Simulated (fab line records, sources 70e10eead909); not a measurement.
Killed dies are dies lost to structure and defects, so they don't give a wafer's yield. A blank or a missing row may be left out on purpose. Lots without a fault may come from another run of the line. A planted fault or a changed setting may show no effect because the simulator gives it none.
fab line records | flow nand_harc
record lots=12 wafers=36 last_day=24
route steps=1159 shown A_M1@1036 END@1159
lots that met no fault: from a run of the same line without faults
start_h: hours from the record's first day to the start of the lot's first wafer shown | wait_h: hours since the lot's step before | " the same as in the row above | L1.1+2: a row that stands for several wafers | - no value, or no start given | * or withheld: withheld | < > ~ a bound
route shown NAME@n: a module of which the file shows steps, and the number in the route of the first | usual: mean/standard deviation of fault-free wafers | same: alike in all rows | chamber/n: place in a boat | sites: the reading at each site | _std_site: their standard deviation | _edge_site: outer sites' mean less inner sites' | radius_mm: how far each site lies from the wafer's centre | mask NAME#n: copy n | behind: the tool/chamber that last shaped the wafer | hold: why the lot was held/for how many hours/how that ended | device: the transistor (n, p or np) that didn't switch | end of line: the same wafers' tests at the end of the route | a step without rows: its recipe alone | killed: dies lost to structure and defects at the first sort, not the wafer's yield | map: a wafer's dies, x killed, . not, _ none there
set.NAME: the setting as run; set.NAME@STEP: as run at that earlier step | model.NAME: the simulator's own value behind a step, which no gauge read
steps of the route over a sample of lots; a table a step, a row a wafer
services: from which hour (start_h, from the record's first day; less than 0 if before it) a tool's chamber was out of use, for how many hours, and why
## steps
# step NHARC_A_M1_CD_MEAS_09
# recipe target_cd_nm=120 landing_energy_ev=500
# usual cd_nm=120.1/0.45
# columns lot.wafer tool chamber start_h wait_h cd_nm
L810.1 cd_sem-03 0 430.96 - 120.5
L810.2 " 0 " " 120.7
L810.3 " 0 " " 120.5
L809.1 cd_sem-01 0 432.88 - 119.5
L809.3 " 0 " " 119.8
L809.5 " 0 " " 120.2
L813.4 cd_sem-03 0 433.03 - 119.0
L813.5 " 0 " " 119.6
L813.6 " 0 " " 119.7
L812.1 cd_sem-02 0 433.18 - 119.7
L812.5 " 0 " " 119.8
L812.6 " 0 " " 120.4
L822.3 cd_sem-02 0 491.58 - 120.1
L822.4 " 0 " " 120.2
L822.5 " 0 " " 120.1
L820.2 cd_sem-03 0 516.02 - 120.6
L820.4 " 0 " " 120.8
L820.6 " 0 " " 120.4
L824.1 cd_sem-01 0 517.42 - 119.8
L824.2 " 0 " " 119.5
L824.4 " 0 " " 119.9
L828.1 cd_sem-01 0 519.21 - 120.3
L828.2 " 0 " " 120.4
L828.3 " 0 " " 120.6
L827.2 cd_sem-02 0 519.50 - 120.6
L827.3 " 0 " " 120.1
L827.4 " 0 " " 120.0
L829.1 cd_sem-01 0 525.13 - 120.3
L829.2 " 0 " " 119.5
L829.6 " 0 " " 120.1
L832.3 cd_sem-03 0 530.26 - 119.7
L832.4 " 0 " " 120.0
L832.6 " 0 " " 119.8
L831.2 cd_sem-01 0 537.88 - 120.0
L831.5 " 0 " " 120.5
L831.6 " 0 " " 120.9
# step NHARC_A_M1_PRE_CLEAN_30
# recipe time_s=30 temp_c=280 gas=H2/He
# usual heater_power_w=397/35
# same time_s=30
# columns lot.wafer tool chamber start_h wait_h heater_power_w
L810.3 pvd_sputter-02 - - - 362
L810.1 " - " " 461
L810.2 " - " " 399
L809.1 pvd_sputter-01 - - - 370
L809.3 " - " " 454
L809.5 " - " " 365
L813.4 pvd_sputter-03 - - - 379
L813.5 " - " " 354
L813.6 " - " " 381
L812.1 pvd_sputter-02 - - - 363
L812.5 " - " " 452
L812.6 " - " " 428
L822.4 pvd_sputter-03 - - - 366
L822.3 " - " " 387
L822.5 " - " " 376
L820.4 pvd_sputter-02 - - - 354
L820.2 " - " " 420
L820.6 " - " " 361
L824.4 pvd_sputter-02 - - - 423
L824.2 " - " " 398
L824.1 " - " " 360
L828.3 pvd_sputter-03 - - - 367
L828.2 " - " " 400
L828.1 " - " " 369
L827.4 pvd_sputter-02 - - - 366
L827.2 " - " " 469
L827.3 " - " " 435
L829.2 pvd_sputter-01 - - - 445
L829.1 " - " " 365
L829.6 " - " " 457
L832.4 pvd_sputter-01 - - - 360
L832.3 " - " " 382
L832.6 " - " " 360
L831.2 pvd_sputter-03 - - - 388
L831.5 " - " " 373
L831.6 " - " " 381
# step NHARC_A_M1_CMP_23
# recipe t_overpolish_s=20 target_thk_nm=154.34
# usual motor_current_A=12.5/0.91 time_to_endpoint_s=29.2/2.1
# columns lot.wafer tool chamber start_h wait_h motor_current_A time_to_endpoint_s
L810.1 cmp-02 1 433.37 - 11.2 32.2
L810.3 " 2 " " 13.0 35.7
L810.2 " 0 " " 11.3 32.0
L809.1 cmp-02 0 435.46 - 11.4 30.6
L809.3 " 2 " " 13.8 32.0
L809.5 " 3 " " 11.4 30.3
L813.4 cmp-04 1 435.72 - 12.4 29.7
L813.5 " 2 " " 11.9 29.4
L813.6 " 3 " " 13.2 29.0
L812.1 cmp-02 1 435.78 - 11.1 28.0
L812.5 " 0 " " 12.7 26.2
L812.6 " 1 " " 12.0 31.5
L822.3 cmp-02 1 493.90 - 11.1 17.0
L822.4 " 3 " " 11.6 13.0
L822.5 " 0 " " 12.3 17.4
L820.4 cmp-02 3 518.30 - 11.5 15.5
L820.2 " 0 " " 12.0 14.9
L820.6 " 0 " " 12.2 14.3
L824.2 cmp-03 1 519.87 - 12.9 26.1
L824.1 " 2 " " 11.8 26.1
L824.4 " 3 " " 13.2 27.2
L828.2 cmp-03 3 521.67 - 13.3 32.4
L828.3 " 0 " " 13.1 33.5
L828.1 " 1 " " 13.2 31.6
L827.4 cmp-04 1 522.39 - 12.4 25.7
L827.2 " 2 " " 12.3 26.0
L827.3 " 3 " " 12.4 31.0
L829.1 cmp-04 3 527.52 - 12.1 26.6
L829.2 " 0 " " 10.1 28.8
L829.6 " 1 " " 11.4 28.6
L832.3 cmp-03 2 532.60 - 12.9 33.2
L832.4 " 1 " " 12.7 30.4
L832.6 " 2 " " 12.5 33.2
L831.2 cmp-03 0 540.24 - 13.3 30.8
L831.5 " 3 " " 12.8 28.4
L831.6 " 0 " " 13.2 28.0
# step NHARC_A_M1_THK_MEAS_24
# recipe thk_meas_gauge=xrf
# usual thk_nm=154.6/1.3
# columns lot.wafer tool chamber start_h wait_h thk_nm
L810.1 film_metro-01 - 433.68 - 154.7
L810.2 " - " " 156.1
L810.3 " - " " 157.1
L809.1 film_metro-02 - 435.75 - 154.0
L809.3 " - " " 154.4
L809.5 " - " " 151.8
L813.4 film_metro-01 - 435.95 - 156.1
L813.5 " - " " 156.4
L813.6 " - " " 155.0
L812.1 film_metro-02 - 436.07 - 156.3
L812.5 " - " " 154.1
L812.6 " - " " 156.4
L822.3 film_metro-01 - 494.19 - 149.3
L822.4 " - " " 145.8
L822.5 " - " " 147.7
L820.2 film_metro-01 - 518.61 - 147.1
L820.4 " - " " 148.0
L820.6 " - " " 144.5
L824.1 film_metro-02 - 520.15 - 155.7
L824.2 " - " " 154.5
L824.4 " - " " 154.2
L828.1 film_metro-01 - 521.97 - 153.8
L828.2 " - " " 153.8
L828.3 " - " " 155.5
L827.2 film_metro-02 - 522.68 - 154.8
L827.3 " - " " 156.1
L827.4 " - " " 154.2
L829.1 film_metro-02 - 527.78 - 153.6
L829.2 " - " " 151.8
L829.6 " - " " 152.0
L832.3 film_metro-02 - 532.92 - 154.5
L832.4 " - " " 155.8
L832.6 " - " " 156.4
L831.2 film_metro-02 - 540.53 - 153.7
L831.5 " - " " 154.6
L831.6 " - " " 154.3
# step NHARC_A_M1_PRE_CLEAN_32
# recipe time_s=12 temp_c=370 rf_power_w=300 gas=NH3
# usual heater_power_w=656/56 rf_fwd_power_W=292.6/0.94
# same time_s=12
# columns lot.wafer tool chamber start_h wait_h heater_power_w rf_fwd_power_W
L810.1 pecvd-02 1 433.90 0.1 545 293.1
L810.2 " 2 " " 682 292.9
L810.3 " 0 " " 638 293.1
L809.1 pecvd-03 2 435.99 0.1 790 293.5
L809.3 " 0 " " 745 291.3
L809.5 " 2 " " 779 293.4
L813.5 pecvd-03 2 436.35 0.2 761 293.8
L813.4 " 0 " " 672 293.6
L813.6 " 1 " " 645 290.7
L812.1 pecvd-02 0 436.47 0.2 565 292.4
L812.6 " 1 " " 626 292.3
L812.5 " 2 " " 582 294.6
L822.3 pecvd-01 2 494.41 0.1 716 292.7
L822.4 " 2 " " 709 292.3
L822.5 " 0 " " 695 292.4
L820.2 pecvd-01 1 518.87 0.1 640 294.8
L820.6 " 0 " " 608 291.4
L820.4 " 1 " " 652 292.5
L824.1 pecvd-01 1 521.17 0.9 595 292.7
L824.2 " 2 " " 647 293.7
L824.4 " 0 " " 655 292.7
L828.3 pecvd-03 2 522.19 0.1 776 292.5
L828.2 " 0 " " 666 291.9
L828.1 " 1 " " 670 293.2
L827.3 pecvd-01 2 522.90 0.1 680 292.7
L827.2 " 0 " " 632 293.3
L827.4 " 2 " " 686 291.1
L829.1 pecvd-01 0 528.06 0.1 662 293.1
L829.2 " 1 " " 698 293.3
L829.6 " 2 " " 647 290.2
L832.3 pecvd-03 0 533.16 0.1 648 294.0
L832.4 " 2 " " 790 294.8
L832.6 " 0 " " 647 292.2
L831.2 pecvd-01 2 540.79 0.1 705 294.2
L831.6 " 1 " " 725 292.9
L831.5 " 2 " " 703 293.8
# step NHARC_END_SORT_01
# recipe temp_c=25
# usual defect_limited_yield=95.5/1.4 killed_at_array=27/9.8 killed_at_other=0.6/0.83 killed_at_periphery=3.5/2.4 killed_dies=31/9.6 killed_open=3.1/1.9 killed_short=2.0/1.5 sort_bin_2_pct=1.4/0.6 sort_bin_3_pct=0.26/0.23 sort_bin_4_pct=2.8/0.89 sort_n_pass=646/9.6 sort_rim_yield_pct=96.6/2.5 sort_yield_pct=95.5/1.4
# same gross_dies=677 sort_bin_5_pct[%]=0 sort_bin_6_pct[%]=0 sort_bin_7_pct[%]=0 sort_bin_8_pct[%]=0 sort_rim_n_gross=106.00
# columns lot.wafer tool chamber start_h wait_h defect_limited_yield[%] killed_at_array killed_at_other killed_at_periphery killed_dies killed_open killed_short sort_bin_2_pct[%] sort_bin_3_pct[%] sort_bin_4_pct[%] sort_n_pass sort_rim_yield_pct[%] sort_yield_pct[%]
L810.1 prober-02 0 466.48 2.5 96.9 16 1 4 21 2 1 1.0 0 2.1 656 94.3 96.9
L810.2 prober-02 0 467.30 2.8 95.7 26 2 1 29 5 2 1.0 0.15 3.1 648 97.2 95.7
L810.3 prober-02 0 468.12 3.1 96.3 21 0 4 25 4 5 1.0 0.15 2.5 652 94.3 96.3
L812.1 prober-02 0 474.44 2.5 93.6 34 4 5 43 3 2 2.5 0 3.8 634 99.1 93.6
L812.5 prober-02 0 477.66 3.7 94.8 32 2 1 35 2 1 1.3 0.15 3.7 642 100.0 94.8
L812.6 prober-02 0 478.47 4.0 94.8 30 2 3 35 1 1 1.6 0.44 3.1 642 94.3 94.8
L809.1 prober-01 0 481.94 2.5 97.5 14 1 2 17 2 2 0.4 0 2.1 660 97.2 97.5
L809.3 prober-01 0 483.53 3.1 97.6 14 0 2 16 4 2 0.6 0 1.8 661 94.3 97.6
L809.5 prober-01 0 485.12 3.7 98.1 9 1 3 13 1 3 0.7 0.15 1.0 664 96.2 98.1
L813.4 prober-01 0 492.12 3.4 95.7 24 1 4 29 2 4 0.7 0.30 3.2 648 94.3 95.7
L813.5 prober-01 0 492.91 3.7 96.8 20 0 2 22 2 1 0.9 0 2.4 655 99.1 96.8
L813.6 prober-01 0 493.70 3.9 96.2 21 0 5 26 2 2 1.0 0 2.8 651 96.2 96.2
L822.3 prober-02 0 532.55 3.1 97.2 8 1 10 19 2 1 1.3 0 1.5 658 99.1 97.2
L822.4 prober-02 0 533.35 3.4 97.6 12 0 4 16 3 2 0.4 0.30 1.6 661 98.1 97.6
L822.5 prober-02 0 534.14 3.7 97.6 9 0 7 16 3 0 0.7 0 1.6 661 95.3 97.6
L820.2 prober-02 0 552.56 2.8 93.1 45 0 2 47 5 7 1.9 0.44 4.6 630 99.1 93.1
L820.4 prober-02 0 554.17 3.4 94.2 35 0 4 39 5 5 1.9 0.59 3.2 638 97.2 94.2
L820.6 prober-02 0 555.77 4.0 95.1 30 0 3 33 5 2 1.6 0.15 3.1 644 97.2 95.1
L828.1 prober-02 0 559.56 2.5 95.7 26 0 3 29 4 1 1.0 0.15 3.1 648 94.3 95.7
L828.2 prober-02 0 560.36 2.8 96.3 23 2 0 25 1 3 0.7 0.30 2.7 652 93.4 96.3
L828.3 prober-02 0 561.17 3.1 95.9 26 0 2 28 2 3 1.2 0.30 2.7 649 98.1 95.9
L824.1 prober-02 0 567.42 2.5 97.6 15 0 1 16 1 2 0.6 0 1.8 661 93.4 97.6
L824.2 prober-02 0 568.23 2.8 96.9 17 1 3 21 6 2 1.0 0 2.1 656 98.1 96.9
L824.4 prober-02 0 569.84 3.4 98.2 10 0 2 12 2 1 0.7 0 1.0 665 99.1 98.2
L827.2 prober-01 0 568.25 2.8 95.1 27 0 6 33 2 4 1.3 0.30 3.2 644 100.0 95.1
L827.3 prober-01 0 569.05 3.1 95.3 28 0 4 32 1 4 1.5 0.15 3.1 645 99.1 95.3
L827.4 prober-01 0 569.86 3.4 95.1 28 0 5 33 2 1 1.8 0 3.1 644 96.2 95.1
L829.1 prober-01 0 575.28 2.5 95.0 24 3 7 34 0 0 1.8 0.30 3.0 643 99.1 95.0
L829.2 prober-01 0 576.08 2.8 94.7 32 1 3 36 1 0 0.7 0.74 3.8 641 94.3 94.7
L829.6 prober-01 0 579.25 4.0 95.3 27 1 4 32 5 0 2.1 0 2.7 645 96.2 95.3
L832.3 prober-02 0 576.86 3.1 96.0 23 1 3 27 3 2 0.9 0.30 2.8 650 98.1 96.0
L832.4 prober-02 0 577.66 3.4 94.7 34 1 1 36 5 2 2.2 0.30 2.8 641 97.2 94.7
L832.6 prober-02 0 579.27 4.0 96.5 22 1 1 24 3 0 1.0 0 2.5 653 100.0 96.5
L831.2 prober-02 0 583.87 2.8 93.2 43 1 2 46 8 4 3.1 0.15 3.5 631 91.5 93.2
L831.5 prober-02 0 586.26 3.7 93.9 39 1 1 41 2 2 1.9 0.30 3.8 636 97.2 93.9
L831.6 prober-02 0 587.05 4.0 95.1 28 1 4 33 4 2 1.5 0.30 3.1 644 90.6 95.1
# killed by level:class
L810.1 A_SLIT:chamber_film_flake=5 A_STAIRCASE:chamber_film_flake=4 A_WL_FILL:chamber_film_flake=3 P_ZERO_WELL:chamber_film_flake=2 A_CONTACT:chamber_film_flake=2 P_GATE:geometric_particle:short=1 A_CONTACT:geometric_particle:open=1 P_GATE:chamber_film_flake=1
L810.2 A_SLIT:chamber_film_flake=6 A_CONTACT:chamber_film_flake=5 A_CONTACT:geometric_particle:open=3 A_CHANNEL_HOLE_D1:chamber_film_flake=3 A_STAIRCASE:chamber_film_flake=3 A_WL_FILL:chamber_film_flake=3 THIN_TSV:chamber_film_flake=2 P_CONTACT:geometric_particle:short=1
L810.3 A_CONTACT:chamber_film_flake=5 A_STAIRCASE:chamber_film_flake=4 A_SLIT:chamber_film_flake=4 A_SOURCE_PLATE:geometric_particle:short=2 P_ZERO_WELL:chamber_film_flake=2 P_GATE:geometric_particle:short=1 P_M0:geometric_particle:short=1 A_STAIRCASE:geometric_particle:open=1
L812.1 A_CHANNEL_HOLE_D1:chamber_film_flake=18 A_SLIT:chamber_film_flake=8 THIN_TSV:chamber_film_flake=4 A_CONTACT:geometric_particle:open=2 P_GATE:chamber_film_flake=2 A_STAIRCASE:chamber_film_flake=2 A_CONTACT:chamber_film_flake=2 P_CONTACT:geometric_particle:short=1
L812.5 A_SLIT:chamber_film_flake=10 A_CHANNEL_HOLE_D1:chamber_film_flake=8 A_CONTACT:chamber_film_flake=5 A_STAIRCASE:chamber_film_flake=4 A_CONTACT:geometric_particle:open=2 A_WL_FILL:chamber_film_flake=2 THIN_TSV:chamber_film_flake=2 A_CHANNEL_FILL_D1:geometric_particle:short=1
L812.6 A_CHANNEL_HOLE_D1:chamber_film_flake=13 A_SLIT:chamber_film_flake=8 A_STAIRCASE:chamber_film_flake=3 A_CONTACT:chamber_film_flake=3 P_GATE:chamber_film_flake=2 THIN_TSV:chamber_film_flake=2 A_CHANNEL_FILL_D1:geometric_particle:short=1 A_CONTACT:geometric_particle:open=1
L809.1 A_STAIRCASE:chamber_film_flake=6 A_CHANNEL_HOLE_D1:chamber_film_flake=2 A_SLIT:chamber_film_flake=2 A_CHANNEL_FILL_D1:geometric_particle:open=1 A_CONTACT:geometric_particle:short=1 A_BONDPAD:geometric_particle:open=1 STARTING-WAFER:geometric_particle:short=1 P_STI:chamber_film_flake=1
L809.3 A_SLIT:chamber_film_flake=3 A_WL_FILL:geometric_particle:short=2 A_CHANNEL_HOLE_D1:chamber_film_flake=2 A_STAIRCASE:chamber_film_flake=2 A_BONDPAD:chamber_film_flake=2 P_CONTACT:geometric_particle:open=1 P_M0:geometric_particle:open=1 A_CHANNEL_FILL_D1:geometric_particle:open=1
L809.5 A_WL_FILL:geometric_particle:short=2 P_STI:chamber_film_flake=2 A_CHANNEL_HOLE_D1:chamber_film_flake=2 A_SLIT:chamber_film_flake=2 P_GATE:geometric_particle:open=1 A_ONON_D1:geometric_particle:short=1 A_STAIRCASE:chamber_film_flake=1 A_CONTACT:chamber_film_flake=1
L813.4 A_STAIRCASE:chamber_film_flake=6 A_SLIT:chamber_film_flake=6 A_CONTACT:chamber_film_flake=5 P_ZERO_WELL:chamber_film_flake=2 P_GATE:chamber_film_flake=2 A_CHANNEL_HOLE_D1:geometric_particle:short=1 A_CHANNEL_FILL_D1:geometric_particle:open=1 A_SLIT:geometric_particle:short=1
L813.5 A_SLIT:chamber_film_flake=8 A_STAIRCASE:chamber_film_flake=4 A_CONTACT:chamber_film_flake=4 P_ZERO_WELL:chamber_film_flake=2 A_CHANNEL_FILL_D1:geometric_particle:open=1 A_SLIT:geometric_particle:short=1 A_CONTACT:geometric_particle:open=1 A_BLC:chamber_film_flake=1
L813.6 A_STAIRCASE:chamber_film_flake=5 A_SLIT:chamber_film_flake=5 A_CONTACT:chamber_film_flake=5 P_ZERO_WELL:chamber_film_flake=3 A_CHANNEL_HOLE_D1:chamber_film_flake=2 P_M0:geometric_particle:short=1 A_WL_FILL:geometric_particle:open=1 A_WL_FILL:geometric_particle:short=1
L822.3 P_GATE:chamber_film_flake=4 P_M0:chamber_film_flake=3 P_CONTACT:geometric_particle:open=2 A_CHANNEL_HOLE_D1:chamber_film_flake=2 A_SLIT:chamber_film_flake=2 A_CONTACT:chamber_film_flake=2 P_CONTACT:geometric_particle:short=1 A_ZERO_WELL:chamber_film_flake=1
L822.4 A_CONTACT:chamber_film_flake=5 P_CONTACT:geometric_particle:open=2 P_M0:chamber_film_flake=2 A_CHANNEL_HOLE_D1:chamber_film_flake=2 A_ONON_D1:geometric_particle:open=1 A_ONON_D1:geometric_particle:short=1 A_CHANNEL_FILL_D1:geometric_particle:short=1 A_ZERO_WELL:chamber_film_flake=1
L822.5 A_CHANNEL_HOLE_D1:chamber_film_flake=5 P_GATE:chamber_film_flake=3 P_M0:chamber_film_flake=2 P_CONTACT:geometric_particle:open=1 A_ONON_D1:geometric_particle:open=1 A_M1:geometric_particle:open=1 P_ZERO_WELL:chamber_film_flake=1 A_ZERO_WELL:chamber_film_flake=1
L820.2 A_CHANNEL_HOLE_D1:chamber_film_flake=15 A_CONTACT:chamber_film_flake=11 A_SLIT:chamber_film_flake=4 A_M0:geometric_particle:short=3 A_CONTACT:geometric_particle:open=2 A_ZERO_WELL:chamber_film_flake=2 P_STI:geometric_particle:short=1 P_M0:geometric_particle:open=1
L820.4 A_CHANNEL_HOLE_D1:chamber_film_flake=18 A_SLIT:chamber_film_flake=4 A_CONTACT:chamber_film_flake=4 P_CONTACT:geometric_particle:open=2 A_CHANNEL_HOLE_D1:geometric_particle:short=2 A_CONTACT:geometric_particle:open=2 P_M1:geometric_particle:short=1 A_CONTACT:geometric_particle:short=1
L820.6 A_CHANNEL_HOLE_D1:chamber_film_flake=12 A_CONTACT:chamber_film_flake=6 A_SLIT:chamber_film_flake=5 A_CHANNEL_FILL_D1:geometric_particle:open=2 P_CONTACT:geometric_particle:open=1 P_CONTACT:geometric_particle:short=1 A_ONON_D1:geometric_particle:short=1 A_CONTACT:geometric_particle:open=1
L828.1 A_SLIT:chamber_film_flake=11 A_CHANNEL_HOLE_D1:chamber_film_flake=6 P_M1:chamber_film_flake=3 A_CONTACT:chamber_film_flake=3 A_CHANNEL_FILL_D1:geometric_particle:open=1 A_CHANNEL_FILL_D1:geometric_particle:short=1 A_CONTACT:geometric_particle:open=1 A_M0:geometric_particle:open=1
L828.2 A_CHANNEL_HOLE_D1:chamber_film_flake=10 A_SLIT:chamber_film_flake=6 A_CONTACT:chamber_film_flake=4 A_SOURCE_PLATE:geometric_particle:short=1 A_CHANNEL_HOLE_D1:geometric_particle:short=1 A_WL_FILL:geometric_particle:short=1 STARTING-WAFER:geometric_particle:open=1 THIN_TSV:chamber_film_flake=1
L828.3 A_SLIT:chamber_film_flake=14 A_CHANNEL_HOLE_D1:chamber_film_flake=5 A_CONTACT:chamber_film_flake=2 A_SOURCE_PLATE:geometric_particle:short=1 A_WL_FILL:geometric_particle:short=1 A_CONTACT:geometric_particle:open=1 A_BLC:geometric_particle:open=1 A_BLC:geometric_particle:short=1
L824.1 A_CHANNEL_HOLE_D1:chamber_film_flake=8 A_CONTACT:chamber_film_flake=3 P_M0:geometric_particle:short=1 A_CHANNEL_FILL_D1:geometric_particle:open=1 A_SGD_CUT:geometric_particle:short=1 A_CHANNEL_FILL_D1:chamber_film_flake=1 A_SLIT:chamber_film_flake=1
L824.2 A_CHANNEL_HOLE_D1:chamber_film_flake=7 A_CHANNEL_FILL_D1:chamber_film_flake=3 A_CONTACT:chamber_film_flake=2 P_CONTACT:geometric_particle:short=1 P_M1:geometric_particle:open=1 P_M2:geometric_particle:open=1 A_ONON_D1:geometric_particle:open=1 A_CHANNEL_FILL_D1:geometric_particle:open=1
L827.2 A_CHANNEL_HOLE_D1:chamber_film_flake=21 P_M1:chamber_film_flake=4 P_CONTACT:geometric_particle:open=1 A_ONON_D1:geometric_particle:short=1 A_CHANNEL_FILL_D1:geometric_particle:short=1 A_STAIRCASE:geometric_particle:short=1 A_CONTACT:geometric_particle:short=1 A_M0:geometric_particle:open=1
L827.3 A_CHANNEL_HOLE_D1:chamber_film_flake=19 P_M1:chamber_film_flake=3 A_WL_FILL:geometric_particle:short=2 A_M0:chamber_film_flake=2 A_ONON_D1:geometric_particle:short=1 A_CHANNEL_FILL_D1:geometric_particle:short=1 A_CONTACT:geometric_particle:open=1 P_ZERO_WELL:chamber_film_flake=1
L824.4 A_CHANNEL_HOLE_D1:chamber_film_flake=5 A_SLIT:chamber_film_flake=2 A_CHANNEL_FILL_D1:geometric_particle:open=1 A_SGD_CUT:geometric_particle:short=1 A_CONTACT:geometric_particle:open=1 P_ZERO_WELL:chamber_film_flake=1 P_M1:chamber_film_flake=1
L827.4 A_CHANNEL_HOLE_D1:chamber_film_flake=20 P_M1:chamber_film_flake=5 A_CONTACT:chamber_film_flake=3 A_CHANNEL_FILL_D1:geometric_particle:short=1 A_WL_FILL:geometric_particle:open=1 A_BLC:geometric_particle:open=1 A_CHANNEL_FILL_D1:chamber_film_flake=1 A_M0:chamber_film_flake=1
L829.1 A_CHANNEL_HOLE_D1:chamber_film_flake=17 A_CONTACT:chamber_film_flake=6 P_BONDPAD:chamber_film_flake=3 THIN_TSV:chamber_film_flake=3 P_STI:chamber_film_flake=2 P_M0:chamber_film_flake=2 A_WL_FILL:chamber_film_flake=1
L829.2 A_CHANNEL_HOLE_D1:chamber_film_flake=20 A_CONTACT:chamber_film_flake=7 A_BONDPAD:chamber_film_flake=3 A_M1:geometric_particle:open=1 P_M0:chamber_film_flake=1 P_M2:chamber_film_flake=1 P_BONDPAD:chamber_film_flake=1 A_STAIRCASE:chamber_film_flake=1
L832.3 A_CHANNEL_HOLE_D1:chamber_film_flake=17 A_CHANNEL_FILL_D1:geometric_particle:short=2 A_WL_FILL:chamber_film_flake=2 P_CONTACT:geometric_particle:open=1 P_M0:geometric_particle:open=1 A_CHANNEL_FILL_D1:geometric_particle:open=1 P_BONDPAD:chamber_film_flake=1 A_STAIRCASE:chamber_film_flake=1
L832.4 A_CHANNEL_HOLE_D1:chamber_film_flake=27 A_CONTACT:geometric_particle:open=4 A_WL_FILL:geometric_particle:open=1 A_WL_FILL:geometric_particle:short=1 P_M0:chamber_film_flake=1 STARTING-WAFER:geometric_particle:short=1 A_WL_FILL:chamber_film_flake=1
L829.6 A_CHANNEL_HOLE_D1:chamber_film_flake=21 A_BLC:geometric_particle:open=2 P_GATE:geometric_particle:open=1 A_CONTACT:geometric_particle:open=1 A_M0:geometric_particle:open=1 P_STI:chamber_film_flake=1 P_M0:chamber_film_flake=1 P_BONDPAD:chamber_film_flake=1
L832.6 A_CHANNEL_HOLE_D1:chamber_film_flake=16 A_WL_FILL:geometric_particle:open=2 A_STAIRCASE:chamber_film_flake=2 P_M0:geometric_particle:open=1 A_ZERO_WELL:chamber_film_flake=1 A_CHANNEL_FILL_D1:chamber_film_flake=1 THIN_TSV:chamber_film_flake=1
L831.2 A_SLIT:chamber_film_flake=17 A_CHANNEL_HOLE_D1:chamber_film_flake=6 A_CONTACT:geometric_particle:open=5 A_SGD_CUT:chamber_film_flake=4 A_WL_FILL:chamber_film_flake=3 A_WL_FILL:geometric_particle:short=2 A_CONTACT:chamber_film_flake=2 P_M2:geometric_particle:short=1
L831.5 A_SLIT:chamber_film_flake=27 A_SGD_CUT:chamber_film_flake=4 A_CHANNEL_HOLE_D1:chamber_film_flake=3 A_CHANNEL_FILL_D1:geometric_particle:open=1 A_STAIRCASE:geometric_particle:short=1 A_CONTACT:geometric_particle:open=1 A_M1:geometric_particle:short=1 P_GATE:chamber_film_flake=1
L831.6 A_SLIT:chamber_film_flake=10 A_SGD_CUT:chamber_film_flake=8 P_STI:chamber_film_flake=3 A_CHANNEL_HOLE_D1:chamber_film_flake=3 A_CONTACT:chamber_film_flake=3 P_M0:geometric_particle:open=1 A_ONON_D1:geometric_particle:short=1 A_CHANNEL_HOLE_D1:geometric_particle:open=1
## services
# columns tool chamber start_h hours kind
pecvd-01 - 418.35 13.0 pm
pecvd-01 0 418.35 13.0 vent_cycle
pecvd-01 1 418.35 13.0 vent_cycle
pecvd-01 2 418.35 13.0 vent_cycle
cmp-02 - 423.19 4.0 pm
cmp-02 - 427.19 - consumable_replace:conditioner
pecvd-01 0 431.35 - clean
pecvd-01 1 431.35 - clean
pecvd-01 2 431.35 - clean
cmp-02 - 442.97 0.5 repair
cmp-03 - 450.05 4.0 pm
pvd_sputter-03 - 458.04 10.0 pm
pecvd-03 - 473.15 13.0 pm
cmp-03 - 482.21 0.7 repair
pecvd-02 - 483.92 3.8 repair
cmp-03 - 489.96 3.5 repair
cmp-04 - 492.06 6.5 repair
cmp-03 - 494.86 3.8 repair
cmp-04 - 498.59 4.0 pm
cmp-04 - 507.24 12.4 repair
pvd_sputter-01 - 514.04 10.0 pm
pecvd-02 - 515.42 13.0 pm
cmp-02 - 521.19 4.0 pm
pvd_sputter-02 - 525.97 4.2 repair
## key
first_sign step=NHARC_A_M1_CMP_23 reading=time_to_endpoint_s direction=down sigmas=6.5 usual=* struck=*
effect step=NHARC_A_M1_THK_MEAS_24 reading=thk_nm direction=down sigmas=5.7 usual=154.6 struck=147.1
met_at NHARC_A_M1_CMP_23
struck_lots L820,L822
not_acting_at NHARC_A_M1_CD_MEAS_09,NHARC_A_M1_PRE_CLEAN_30,NHARC_A_M1_PRE_CLEAN_32
onset_between 435.78 493.90
fault kind=process_parameter_drift tool=cmp-02 chamber=- onset_h=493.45 steps=NHARC_A_M1_CMP_23 channel=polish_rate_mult offset=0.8 shape=step end_h=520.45
